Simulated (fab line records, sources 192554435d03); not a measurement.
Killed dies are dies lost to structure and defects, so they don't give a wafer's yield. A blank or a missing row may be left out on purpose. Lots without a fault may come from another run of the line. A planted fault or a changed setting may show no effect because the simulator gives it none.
Chamber matching | flow n5_finfet | N5_SDB_ETCH_25 on rie_diel-04: 4 sister chambers
The step etches SiO2 in C4F6/O2, target depth 10 nm, time 3.3 s. 18 wafers are shown with their chamber, then 9 later ones without.

WAFERS WITH THEIR CHAMBER
wafer  | chamber | rf_vpp_V (V) | showerhead_plenum_p_Torr (Torr) | throttle_valve_pct (%)
L074.3 | 0       | 677          | 2.82                            | 21.55
L074.4 | 2       | 645          | 2.73                            | 20.81
L074.5 | 1       | 679          | 2.68                            | 20.99
L075.2 | 3       | 707          | 2.98                            | 21.53
L075.4 | 1       | 678          | 2.68                            | 20.99
L075.6 | 3       | 706          | 2.98                            | 21.51
L076.2 | 1       | 678          | 2.68                            | 20.99
L076.5 | 3       | 705          | 2.98                            | 21.53
L076.6 | 0       | 677          | 2.82                            | 21.56
L078.1 | 1       | 679          | 2.68                            | 21.01
L078.2 | 2       | 645          | 2.73                            | 20.83
L078.6 | 3       | 706          | 2.98                            | 21.51
L083.3 | 2       | 645          | 2.72                            | 20.86
L083.5 | 2       | 645          | 2.72                            | 20.87
L083.6 | 3       | 706          | 2.97                            | 21.55
L086.1 | 2       | 645          | 2.72                            | 20.86
L086.2 | 1       | 680          | 2.67                            | 21.04
L086.5 | 3       | 707          | 2.97                            | 21.55

SIGNATURES (means of the wafers above)
reading                  | chamber 0 | chamber 1 | chamber 2 | chamber 3 | scatter within a chamber
rf_vpp_V                 | 677.00    | 678.80    | 645.00    | 706.17    | 0.634
showerhead_plenum_p_Torr | 2.8200    | 2.6780    | 2.7240    | 2.9767    | 0.00488
throttle_valve_pct       | 21.5550   | 21.0040   | 20.8460   | 21.5300   | 0.0209
Rule: a wafer's distance from a chamber is the root of the sum, over the readings, of the square of ((its reading less the chamber's mean) divided by the reading's scatter). The wafer belongs to the nearest chamber; if the next one is less than 2 further off, it can't be placed. The scatter: the root of (the sum of the squares of (reading less its chamber's mean) over the shown wafers, divided by (wafers less chambers)).

WAFERS WITHOUT THEIR CHAMBER
wafer  | rf_vpp_V (V) | showerhead_plenum_p_Torr (Torr) | throttle_valve_pct (%)
L094.1 | 643          | 2.71                            | 20.91
L094.3 | 706          | 2.96                            | 21.58
L094.5 | 689          | 3.00                            | 20.77
L095.3 | 707          | 2.96                            | 21.58
L095.4 | 644          | 2.71                            | 20.90
L095.5 | 707          | 2.96                            | 21.58
L096.3 | 691          | 3.00                            | 20.76
L096.5 | 646          | 2.71                            | 20.90
L096.6 | 690          | 3.00                            | 20.77

WHICH CHAMBER EACH WENT THROUGH
wafer  | from the rows above | in truth
L094.1 | 2                   | 2
L094.3 | 3                   | 3
L094.5 | 3                   | 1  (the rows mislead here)
L095.3 | 3                   | 3
L095.4 | 2                   | 2
L095.5 | 3                   | 3
L096.3 | 3                   | 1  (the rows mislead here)
L096.5 | 2                   | 2
L096.6 | 3                   | 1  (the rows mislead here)
Placed correctly: 6 of 9. Can't be placed from these rows: 0. Placed wrongly: 3.
